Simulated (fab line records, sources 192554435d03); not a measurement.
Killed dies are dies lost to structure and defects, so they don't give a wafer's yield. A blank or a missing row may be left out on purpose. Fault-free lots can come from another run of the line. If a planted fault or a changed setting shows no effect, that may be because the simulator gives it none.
fab line records ; flow n5_finfet
record lots=4; wafers=12; last_day=17
route steps=1938 shown BEOL_M4@1099 BEOL_M5@1112 BEOL_M12@1637 PASSIVATION@1936
lots untouched by any fault: they come from a run of this same line in which no faults occurred
start_h: start of the lot's first displayed wafer, in hours after the record's first day ; wait_h: how many hours have passed since the lot's step before this one ; " the same as in the row above ; L1.1+2: a row that stands for several wafers ; - either no value or no given start ; * or withheld: withheld ; < > ~ a bound
route shown NAME@n: names a module that has steps shown in the file, with the first one's number in the route ; usual: average and standard deviation across the fault-free wafers ; same: alike in all rows ; chamber/n: place in a boat ; sites: per-site readings ; _std_site: how widely they spread, as a standard deviation ; _edge_site: outer sites' mean less inner sites' ; radius_mm: how far each site lies from the wafer's centre ; mask NAME#n: copy n ; behind: the last tool/chamber to shape the wafer ; hold: why the lot went on hold/how many hours it stayed there/how the hold came to an end ; device: the n, p or np transistor that did not switch ; end of line: tests of these same wafers at the route's end ; for a step that has no rows: nothing shown but its recipe ; killed: dies lost to structure and defects at the first sort, not the wafer's yield ; map: a wafer's dies, x killed, . not, _ none there
set.NAME: the setting the step ran with; set.NAME@STEP: the setting that earlier step ran with ; model.NAME: the simulator's own value behind a step, which no gauge read
lots seen at some steps along the route; tables by step, rows by wafer
services: when a tool's chamber went out of use (start_h, in hours from the record's first day, below 0 if earlier), for how many hours, and the reason
## steps
# step N5_BEOL_M4_ANNEAL_95
# recipe temp_c=400; time_s=240; ambient=vacuum
# step N5_BEOL_M4_SPUTTER_96
# recipe material=Cu; target_thk_a=45; temp_c=-20; chamber_pressure_pa=0.07; power_w=withheld; time_s=8.29
# step N5_BEOL_M4_ECD_50
# recipe material=Cu; target_thk_a=3000
# step N5_BEOL_M4_ANNEAL_51
# recipe temp_c=225; time_s=90; ambient=N2
# step N5_BEOL_M4_CMP_52
# recipe stop_on=SiOC; t_overpolish_s=6.8; down_force_psi=1; platen_rpm=50; clearing_platen_down_force_psi=1.5; clearing_platen_rpm=50; post_cmp_clean=cu_alkaline; target_thk_nm=40; clearing_platen_pad_velocity_m_s=0.99484; pad_velocity_m_s=0.99484
# step N5_BEOL_M4_PRE_CLEAN_60
# recipe gas=NH3/H2; time_s=15; temp_c=*; rf_power_w=300
# step N5_BEOL_M4_CO_CAP_55
# recipe material=Co; target_thk_a=20; temp_c=200; precursor=CCTBA/H2; pressure_torr=30; time_s=102.1
# step N5_BEOL_M4_PRE_CLEAN_56
# recipe gas=NH3; time_s=15; temp_c=withheld; rf_power_w=300
# step N5_BEOL_M4_DEP_57
# recipe material=SiCN; target_thk_a=80; temp_c=withheld; precursor=3MS/NH3; pressure_torr=3; rf_w=202; time_s=14
# step N5_BEOL_M4_RC_MEAS_101
# usual DIBL_N=36.8/2.2; DIBL_P=37.0/2.8; IOFF_N=0.18/0.043; IOFF_P=0.23/0.05; ION_N=680/14; ION_P=466/9.1; SS_N=71.7/0.74; SS_P=73.5/0.79; VT_N=248/4; VT_P=-249/4.1
lot.wafer;tool;chamber;start_h;wait_h;DIBL_N[mV/V];DIBL_P[mV/V];IOFF_N[nA/um];IOFF_P[nA/um];ION_N[uA/um];ION_P[uA/um];SS_N[mV/dec];SS_P[mV/dec];VT_N[mV];VT_P[mV]
L237.1;prober-01;0;230.83;0.0;37.5;37.8;0.20;0.26;682;465;71.9;74.0;247;-246
L237.3;prober-01;0;230.83;0.0;33.7;33.3;0.12;0.18;662;459;70.4;72.1;252;-252
L237.6;prober-01;0;230.83;0.0;36.7;36.0;0.17;0.23;667;462;72.1;73.5;248;-247
L239.1;prober-02;0;232.60;0.0;36.4;35.0;0.17;0.24;679;469;71.4;74.1;249;-243
L239.2;prober-02;0;232.60;0.0;37.6;38.2;0.19;0.32;686;477;71.2;74.0;248;-241
L239.5;prober-02;0;232.60;0.0;36.4;36.1;0.17;0.27;683;484;71.3;74.1;246;-242
L247.1;prober-01;0;284.51;0.0;38.5;37.3;0.21;0.24;673;461;71.9;73.1;248;-246
L247.3;prober-01;0;284.51;0.0;39.8;40.3;0.25;0.30;703;480;72.1;73.8;242;-242
L247.6;prober-01;0;284.51;0.0;36.5;37.5;0.17;0.24;676;468;72.0;73.3;248;-248
L248.2;prober-02;0;293.56;0.2;36.3;37.1;0.16;0.23;664;464;71.9;73.4;248;-248
L248.3;prober-02;0;293.56;0.2;35.5;35.8;0.15;0.21;670;463;71.8;73.2;251;-247
L248.5;prober-02;0;293.56;0.2;36.7;38.0;0.18;0.26;690;477;71.7;74.0;244;-246
# step N5_BEOL_M5_ILD_DEP_00
# recipe material=SiCOH_lowk; target_thk_a=1406.4; temp_c=300; precursor=DEMS/porogen; pressure_torr=5; rf_w=500; time_s=25.9
# step N5_BEOL_M5_CURE_79
# recipe temp_c=385; time_s=240; ambient=He/Ar; material=SiCOH_lowk
# step N5_BEOL_M5_PECVD_70
# recipe material=SiO2; target_thk_a=160; temp_c=400; precursor=TEOS/O2; pressure_torr=5.5; rf_w=450; teos_flow_sccm=53.8; gas=O2; flow_sccm=3000; time_s=18
# step N5_BEOL_M5_HM_DEP_02
# recipe material=TiN; target_thk_a=200; temp_c=25; chamber_pressure_pa=0.49996
# step N5_BEOL_M5_COAT_59
# recipe resist=SOC; temp_c=250; time_s=60; spin_rpm=1500; resist_thk_nm=60
# step N5_BEOL_M5_COAT_60
# recipe resist=SiARC; temp_c=220; time_s=60; spin_rpm=1500; resist_thk_nm=12
# step N5_BEOL_M5_COAT_71
# recipe resist=underlayer; temp_c=205; time_s=60; spin_rpm=1500; resist_thk_nm=5
# step N5_BEOL_M5_COAT_05
# recipe resist=CAR-EUV; spin_rpm=1500; resist_thk_nm=30
# step N5_BEOL_M5_EBR_07
# recipe solvent=PGMEA; ebr_width_mm=1.5
# step N5_BEOL_M5_SOFTBAKE_06
# recipe temp_c=110; time_s=60; resist=CAR-EUV
# step N5_BEOL_M5_EXPOSE_08
# recipe mask_id=M5; na=0.33; source_shape=annular; sigma_inner=0.4; sigma_outer=0.8; polarization=unpolarized; target_cd_nm=28; dose_mj=35.75
# step N5_BEOL_M5_PEB_09
# recipe peb_temp_c=100; peb_time_s=60; resist=CAR-EUV
# step N5_BEOL_M5_DEVELOP_10
# recipe develop_time_s=30; developer=TMAH; resist=CAR-EUV; rinse_liquid=surfactant_rinse; dry=air_spin; dev_temp_c=23
# step N5_BEOL_M5_DESCUM_16
# recipe chemistry=O2; time_s=7; source_power_w=50; bias_power_w=20; pressure_mtorr=20; rf_frequency_hz=2.712e+07; temp_c=40; resist=CAR-EUV; o2_flow_sccm=225
# step N5_BEOL_M5_ETCH_72
# recipe chemistry=N2/H2; target=underlayer; target_depth_a=65; mask_material=CAR-EUV; time_s=5.2; ion_energy_ev=200; pressure_mtorr=30; source_w=840; bias_w=150; n2_flow_sccm=200; h2_flow_sccm=200; ends=cleared
# step N5_BEOL_M5_ETCH_61
# recipe chemistry=CF4; target=SiARC; target_depth_a=156; mask_material=CAR-EUV; time_s=26; ion_energy_ev=80; pressure_mtorr=40; source_w=545; bias_w=36; Ar_flow_sccm=100; cf4_flow_sccm=100; ends=cleared
# step N5_BEOL_M5_ETCH_62
# recipe chemistry=N2/H2; target=SOC; target_depth_a=750; overetch_a=150; mask_material=SiARC; temp_c=40; time_s=112.5; ion_energy_ev=200; pressure_mtorr=30; source_w=840; bias_w=150; n2_flow_sccm=200; h2_flow_sccm=200
# step N5_BEOL_M5_STRIP_63
# recipe chemistry=N2/H2; temp_c=40; n2_flow_sccm=200; h2_flow_sccm=200; rf_frequency_hz=6e+07
# step N5_BEOL_M5_STRIP_73
# recipe chemistry=N2/H2; temp_c=40; n2_flow_sccm=200; h2_flow_sccm=200; rf_frequency_hz=6e+07
# step N5_BEOL_M5_STRIP_64
# recipe chemistry=CF4; resist=SiARC; power_w=300; bias_power_w=75; pressure_mtorr=50; cf4_flow_sccm=150; rf_frequency_hz=6e+07
# step N5_BEOL_M5_HM_OPEN_17
# recipe chemistry=Cl2/BCl3; target_depth_a=200; overetch_a=60; target=TiN; mask_material=SOC; ion_energy_ev=150; pressure_mtorr=10; icp_w=1000; bias_w=126; Cl2_flow_sccm=53.25; bcl3_flow_sccm=21.75; Ar_flow_sccm=25
# step N5_BEOL_M5_STRIP_19
# recipe chemistry=O2; power_w=400; temp_c=40; pressure_mtorr=30; rf_frequency_hz=6e+07; bias_power_w=0; overash_fraction=0.2; o2_flow_sccm=225
# step N5_BEOL_M5_COAT_65
# recipe resist=SOC; temp_c=250; time_s=60; spin_rpm=1500; resist_thk_nm=60
# step N5_BEOL_M5_COAT_66
# recipe resist=SiARC; temp_c=220; time_s=60; spin_rpm=1500; resist_thk_nm=12
# step N5_BEOL_M12_ETCH_68
# recipe chemistry=N2/H2; target=SOC; mask_material=SiARC; source_w=3000; bias_w=350; temp_c=40; time_s=285; ion_energy_ev=200; pressure_mtorr=30; n2_flow_sccm=200; h2_flow_sccm=200
# usual bias_w=349.9/0.94; chamber_pressure_mTorr=30.00/0.03; drypump_motor_current_A=5.7/0.59; oes_product_au=0.82/0.085; rf_fwd_power_W=2992/8.4; rf_vpp_V=524.5/2.6; showerhead_plenum_p_Torr=2.57/0.092; throttle_valve_pct=17.79/0.2
lot.wafer;tool;chamber;start_h;wait_h;bias_w;chamber_pressure_mTorr;drypump_motor_current_A;oes_product_au;rf_fwd_power_W;rf_hours_counter_h;rf_vpp_V;showerhead_plenum_p_Torr;throttle_valve_pct;model.coat_of_BEOL_M12_COAT_22.thk_nm;model.SiARC_of_BEOL_M12_COAT_66.thk_nm
L237.1;rie_diel-04;1;295.48;0.1;-;-;-;-;-;-;-;-;-;209.8;110
L237.3;rie_diel-04;3;295.48;0.1;-;-;-;-;-;-;-;-;-;210.6;110.2
L237.6;rie_diel-04;2;295.48;0.1;-;-;-;-;-;-;-;-;-;209.4;110.2
L239.1;rie_diel-05;1;298.91;0.1;-;-;-;-;-;-;-;-;-;211.8;109.8
L239.2;rie_diel-05;0;298.91;0.1;-;-;-;-;-;-;-;-;-;210;109.8
L239.5;rie_diel-05;1;298.91;0.1;-;-;-;-;-;-;-;-;-;211.4;110
L247.1;rie_diel-04;2;349.11;0.1;351.1;29.97;5.7;0.85;2982;66;522.4;2.46;17.67;0;86
L247.3;rie_diel-04;3;349.11;0.1;350.3;30.04;6.2;0.71;2993;187;519.7;2.42;18.20;0;86.4
L247.6;rie_diel-04;2;349.11;0.1;350.1;30.01;5.7;0.84;2992;-;523.6;2.46;17.67;0;86.4
L248.2;rie_diel-06;1;360.27;0.1;350.6;30.05;4.8;0.91;2971;17;523.0;2.48;17.54;0;86
L248.3;rie_diel-06;3;360.27;0.1;351.2;29.96;5.9;0.73;2988;170;524.0;2.54;17.86;0;85.8
L248.5;rie_diel-06;1;360.27;0.1;351.0;29.99;4.8;0.92;2991;-;524.3;2.48;17.54;0;85.6
# step N5_PASSIVATION_PROBE_49
# usual defect_limited_yield=91.4/1.5; killed_at_M0_to_M3=36/11; killed_at_M4_up=14/6; killed_at_contacts=11/6; killed_at_front_end=37/11; killed_at_other=4/3.4; killed_dies=102/18; killed_on_rim=13/3.5; killed_open=66/13; killed_short=34/7.8; sort_bin_5_function=5.0/0.97; sort_bin_6_memory=3.2/0.7; sort_bin_8_speed=0.0/0.38; sort_n_pass=1078/19; sort_yield_pct=91.3/1.6
# same gross_dies=1180; killed_at_back_side=0; sort_bin_4_leakage[%]=0
lot.wafer;tool;chamber;start_h;wait_h;defect_limited_yield[%];killed_at_M0_to_M3;killed_at_M4_up;killed_at_contacts;killed_at_front_end;killed_at_other;killed_dies;killed_on_rim;killed_open;killed_short;sort_bin_5_function[%];sort_bin_6_memory[%];sort_bin_8_speed[%];sort_n_pass;sort_yield_pct[%]
L237.1;prober-02;-;332.43;0.0;0;55;1078;10;33;4;1180;152;81;35;95.5;3.9;0;0;0
L237.3;prober-02;-;332.53;0.1;0;45;1102;7;21;5;1180;152;58;39;96.8;2.6;0;0;0
L237.6;prober-02;-;332.68;0.3;0;39;1083;14;41;3;1180;152;74;36;95.6;4.0;0;0;0
L239.1;prober-02;-;343.29;0.0;0;22;1107;14;33;4;1180;152;73;19;96.3;3.6;0;0;0
L239.2;prober-02;-;343.34;0.1;0;40;1088;10;35;7;1180;152;69;30;96.9;3.0;0;0;0
L239.5;prober-02;-;343.49;0.2;0;23;1106;14;34;3;1180;152;56;26;96.9;2.8;0;0;0
L247.1;prober-02;-;390.71;0.0;91.4;36;25;4;29;7;101;12;66;32;4.2;4.2;0;1079;91.4
L247.3;prober-02;-;390.81;0.1;92.9;34;14;8;20;8;84;8;58;23;4.4;2.5;0;1096;92.9
L247.6;prober-02;-;390.96;0.3;92.9;35;13;9;22;5;84;10;54;28;3.9;2.9;0;1096;92.9
L248.2;prober-02;-;397.08;0.1;92.5;24;9;5;41;9;88;12;61;26;4.9;2.3;0;1092;92.5
L248.3;prober-02;-;397.13;0.1;90.8;34;18;4;45;7;108;16;71;37;5.5;3.1;0;1072;90.8
L248.5;prober-02;-;397.23;0.2;90.4;34;28;12;35;4;113;13;68;42;5.8;3.3;0.1;1067;90.4
# killed by level:class
L237.1 BEOL_M12:area_etch=1063 BEOL_M0_SAQP:geometric_particle:open=17 BEOL_M1:geometric_particle:open=13 FIN_SAQP:geometric_particle:open=11 MOL_CONTACT_COAG:geometric_particle:open=9 BEOL_M0_SAQP:geometric_particle:short=9 FIN_SAQP:geometric_particle:short=7 BEOL_M2:geometric_particle:open=7
L237.3 BEOL_M12:area_etch=1083 BEOL_M3:geometric_particle:open=13 BEOL_M0_SAQP:geometric_particle:short=11 MOL_CONTACT_COAG:geometric_particle:open=7 BEOL_M0_SAQP:geometric_particle:open=6 BEOL_M3:geometric_particle:short=6 BEOL_M5:geometric_particle:open=5 BEOL_M0:geometric_particle:open=4
L237.6 BEOL_M12:area_etch=1069 MOL_CONTACT_COAG:geometric_particle:open=14 FIN_SAQP:geometric_particle:short=12 FIN_SAQP:geometric_particle:open=10 BEOL_M3:geometric_particle:open=10 BEOL_M0_SAQP:geometric_particle:short=9 BEOL_M0_SAQP:geometric_particle:open=7 BEOL_M1:geometric_particle:open=6
L239.1 BEOL_M12:area_etch=1087 FIN_SAQP:geometric_particle:open=17 MOL_CONTACT_COAG:geometric_particle:open=11 BEOL_M5:geometric_particle:open=8 BEOL_M0_SAQP:geometric_particle:open=7 BEOL_M2:geometric_particle:open=6 BEOL_M0_SAQP:geometric_particle:short=5 STI_FIN_REVEAL:geometric_particle:open=3
L239.2 BEOL_M12:area_etch=1079 FIN_SAQP:geometric_particle:open=15 BEOL_M0_SAQP:geometric_particle:short=10 BEOL_M2:geometric_particle:open=9 MOL_CONTACT_COAG:geometric_particle:open=8 FIN_SAQP:geometric_particle:short=6 BEOL_M1:geometric_particle:open=6 BEOL_M3:geometric_particle:open=6
L239.5 BEOL_M12:area_etch=1097 MOL_CONTACT_COAG:geometric_particle:open=12 FIN_SAQP:geometric_particle:open=11 BEOL_M0_SAQP:geometric_particle:short=8 STI_FIN_REVEAL:geometric_particle:open=6 BEOL_M0_SAQP:geometric_particle:open=6 DUMMY_GATE:geometric_particle:open=5 BEOL_M5:geometric_particle:open=4
L247.1 BEOL_M4:geometric_particle:open=19 BEOL_M0_SAQP:geometric_particle:open=11 BEOL_M0_SAQP:geometric_particle:short=10 FIN_SAQP:geometric_particle:open=8 BEOL_M1:geometric_particle:short=6 BEOL_M3:geometric_particle:open=4 STI_FIN_REVEAL:geometric_particle:short=3 DUMMY_GATE:geometric_particle:open=3
L247.3 BEOL_M4:geometric_particle:open=10 BEOL_M3:geometric_particle:open=9 MOL_CONTACT_COAG:geometric_particle:open=7 BEOL_M0_SAQP:geometric_particle:short=7 BEOL_M1:geometric_particle:open=6 DUMMY_GATE:geometric_particle:open=5 BEOL_M0_SAQP:geometric_particle:open=4 BEOL_M1:geometric_particle:short=4
L247.6 BEOL_M0_SAQP:geometric_particle:short=9 BEOL_M2:geometric_particle:open=9 MOL_CONTACT_COAG:geometric_particle:open=8 BEOL_M4:geometric_particle:open=8 BEOL_M0_SAQP:geometric_particle:open=5 STARTING-WAFER:geometric_particle:short=5 BEOL_M1:geometric_particle:open=4 BEOL_M0:geometric_particle:open=3
L248.2 STI_FIN_REVEAL:geometric_particle:open=15 FIN_SAQP:geometric_particle:open=8 BEOL_M2:geometric_particle:open=7 BEOL_M0_SAQP:geometric_particle:short=5 FIN_SAQP:geometric_particle:short=4 DUMMY_GATE:geometric_particle:open=4 MOL_CONTACT_COAG:geometric_particle:open=4 BEOL_M0_SAQP:geometric_particle:open=4
L248.3 STI_FIN_REVEAL:geometric_particle:open=18 BEOL_M1:geometric_particle:open=12 BEOL_M4:geometric_particle:open=9 FIN_SAQP:geometric_particle:short=7 FIN_SAQP:geometric_particle:open=5 BEOL_M0_SAQP:geometric_particle:short=5 BEOL_M3:geometric_particle:open=5 BEOL_M0_SAQP:geometric_particle:open=4
L248.5 FIN_SAQP:geometric_particle:short=13 BEOL_M4:geometric_particle:open=13 FIN_SAQP:geometric_particle:open=10 MOL_CONTACT_COAG:geometric_particle:open=10 BEOL_M1:geometric_particle:open=8 BEOL_M0_SAQP:geometric_particle:open=6 BEOL_M0_SAQP:geometric_particle:short=5 BEOL_M1:geometric_particle:short=4
# map L237.1 (x killed, . not)
_________________xxxxxxxxxxxx________________
______________xxxxxxxxxxxxxxxxxx_____________
___________xxxxxxxxxxxxxxxxxxxxxxxx__________
__________xxxxxxxxxxxxxxxxxxxxxxxxxx_________
________xxxxxxxxxxxxxxxxxxxxxxxxxxxxxx_______
_______xxxxxxxxxxxxxxxxxxxxxxxxxxxxxxxx______
______xxxxxxxxxxxxxxxxxxxxxxxxxxxxxxxxxx_____
_____xxxxxxxxxxxxxxxxxxxxxxxxxxxxxxxxxxxx____
____xxxxxxxxxxxxxxxxxxxxxxxxxxxxxxxxxxxxxx___
___xxxxxxxxxxxxxxxxxxxxxxxxxxxxxxxxxxxxxxxx__
___xxxxxxxxxxxxxxxxxxxxxxxxxxxxxxxxxxxxxxxx__
__xxxxxxxxxxxxxxxxxxxxxxxxxxxxxxxxxxxxxxxxxx_
__xxxxxxxxxxxxxxxxxxxxxxxxxxxxxxxxxxxxxxxxxx_
_xxxxxxxxxxxxxxxxxxxxxxxxxxxxxxxxxxxxxxxxxxxx
_xxxxxxxxxxxxxxxxxxxxxxxxxxxxxxxxxxxxxxxxxxxx
_xxxxxxxxxxxxxxxxxxxxxxxxxxxxxxxxxxxxxxxxxxxx
_xxxxxxxxxxxxxxxxxxxxxxxxxxxxxxxxxxxxxxxxxxxx
_xxxxxxxxxxxxxxxxxxxxxxxxxxxxxxxxxxxxxxxxxxxx
_xxxxxxxxxxxxxxxxxxxxxxxxxxxxxxxxxxxxxxxxxxxx
_xxxxxxxxxxxxxxxxxxxxxxxxxxxxxxxxxxxxxxxxxxxx
_xxxxxxxxxxxxxxxxxxxxxxxxxxxxxxxxxxxxxxxxxxxx
__xxxxxxxxxxxxxxxxxxxxxxxxxxxxxxxxxxxxxxxxxx_
__xxxxxxxxxxxxxxxxxxxxxxxxxxxxxxxxxxxxxxxxxx_
___xxxxxxxxxxxxxxxxxxxxxxxxxxxxxxxxxxxxxxxx__
___xxxxxxxxxxxxxxxxxxxxxxxxxxxxxxxxxxxxxxxx__
____xxxxxxxxxxxxxxxxxxxxxxxxxxxxxxxxxxxxxx___
_____xxxxxxxxxxxxxxxxxxxxxxxxxxxxxxxxxxxx____
______xxxxxxxxxxxxxxxxxxxxxxxxxxxxxxxxxx_____
_______xxxxxxxxxxxxxxxxxxxxxxxxxxxxxxxx______
________xxxxxxxxxxxxxxxxxxxxxxxxxxxxxx_______
__________xxxxxxxxxxxxxxxxxxxxxxxxxx_________
___________xxxxxxxxxxxxxxxxxxxxxxxx__________
______________xxxxxxxxxxxxxxxxxx_____________
_________________xxxxxxxxxxxx________________
# map L239.1 (x killed, . not)
_________________xxxxxxxxxxxx________________
______________xxxxxxxxxxxxxxxxxx_____________
___________xxxxxxxxxxxxxxxxxxxxxxxx__________
__________xxxxxxxxxxxxxxxxxxxxxxxxxx_________
________xxxxxxxxxxxxxxxxxxxxxxxxxxxxxx_______
_______xxxxxxxxxxxxxxxxxxxxxxxxxxxxxxxx______
______xxxxxxxxxxxxxxxxxxxxxxxxxxxxxxxxxx_____
_____xxxxxxxxxxxxxxxxxxxxxxxxxxxxxxxxxxxx____
____xxxxxxxxxxxxxxxxxxxxxxxxxxxxxxxxxxxxxx___
___xxxxxxxxxxxxxxxxxxxxxxxxxxxxxxxxxxxxxxxx__
___xxxxxxxxxxxxxxxxxxxxxxxxxxxxxxxxxxxxxxxx__
__xxxxxxxxxxxxxxxxxxxxxxxxxxxxxxxxxxxxxxxxxx_
__xxxxxxxxxxxxxxxxxxxxxxxxxxxxxxxxxxxxxxxxxx_
_xxxxxxxxxxxxxxxxxxxxxxxxxxxxxxxxxxxxxxxxxxxx
_xxxxxxxxxxxxxxxxxxxxxxxxxxxxxxxxxxxxxxxxxxxx
_xxxxxxxxxxxxxxxxxxxxxxxxxxxxxxxxxxxxxxxxxxxx
_xxxxxxxxxxxxxxxxxxxxxxxxxxxxxxxxxxxxxxxxxxxx
_xxxxxxxxxxxxxxxxxxxxxxxxxxxxxxxxxxxxxxxxxxxx
_xxxxxxxxxxxxxxxxxxxxxxxxxxxxxxxxxxxxxxxxxxxx
_xxxxxxxxxxxxxxxxxxxxxxxxxxxxxxxxxxxxxxxxxxxx
_xxxxxxxxxxxxxxxxxxxxxxxxxxxxxxxxxxxxxxxxxxxx
__xxxxxxxxxxxxxxxxxxxxxxxxxxxxxxxxxxxxxxxxxx_
__xxxxxxxxxxxxxxxxxxxxxxxxxxxxxxxxxxxxxxxxxx_
___xxxxxxxxxxxxxxxxxxxxxxxxxxxxxxxxxxxxxxxx__
___xxxxxxxxxxxxxxxxxxxxxxxxxxxxxxxxxxxxxxxx__
____xxxxxxxxxxxxxxxxxxxxxxxxxxxxxxxxxxxxxx___
_____xxxxxxxxxxxxxxxxxxxxxxxxxxxxxxxxxxxx____
______xxxxxxxxxxxxxxxxxxxxxxxxxxxxxxxxxx_____
_______xxxxxxxxxxxxxxxxxxxxxxxxxxxxxxxx______
________xxxxxxxxxxxxxxxxxxxxxxxxxxxxxx_______
__________xxxxxxxxxxxxxxxxxxxxxxxxxx_________
___________xxxxxxxxxxxxxxxxxxxxxxxx__________
______________xxxxxxxxxxxxxxxxxx_____________
_________________xxxxxxxxxxxx________________
## services
tool;chamber;start_h;hours;kind
rie_diel-06;1;300.87;-;clean
rie_diel-06;1;300.87;-;consumable_replace:focus_ring
rie_diel-06;1;300.87;19.6;scheduled_down
rie_diel-06;1;300.87;19.6;vent_cycle
rie_diel-06;0;336.10;14.8;repair
rie_diel-05;0;345.00;5.6;repair
## key
first_sign step=N5_BEOL_M12_ETCH_68; reading=tool_record; direction=missing
effect step=N5_PASSIVATION_PROBE_49; reading=killed_at_M4_up; direction=up; sigmas=99+; usual=14; struck=1094
model_effect step=N5_BEOL_M12_ETCH_68; value=coat_of_BEOL_M12_COAT_22.thk_nm; without=0; struck=210.5
more_kills_born_at N5_BEOL_M12_ETCH_68@rie_diel-05=3263; N5_BEOL_M12_ETCH_68@rie_diel-04=3215
met_at N5_BEOL_M12_ETCH_68
struck_wafers L237.1,L237.3,L237.6,L239.1,L239.2,L239.5
later_rows_left_out L237.1,L237.3,L237.6,L239.1,L239.2,L239.5
fault kind=skipped_step_whole; tool=rie_diel-04,rie_diel-05; chamber=-; onset_h=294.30; steps=N5_BEOL_M12_ETCH_68; scope=struck_lots_only
# later_rows_left_out: the simulator's readings of these wafers behind a module that went badly wrong aren't trusted and aren't shown, but for the sort
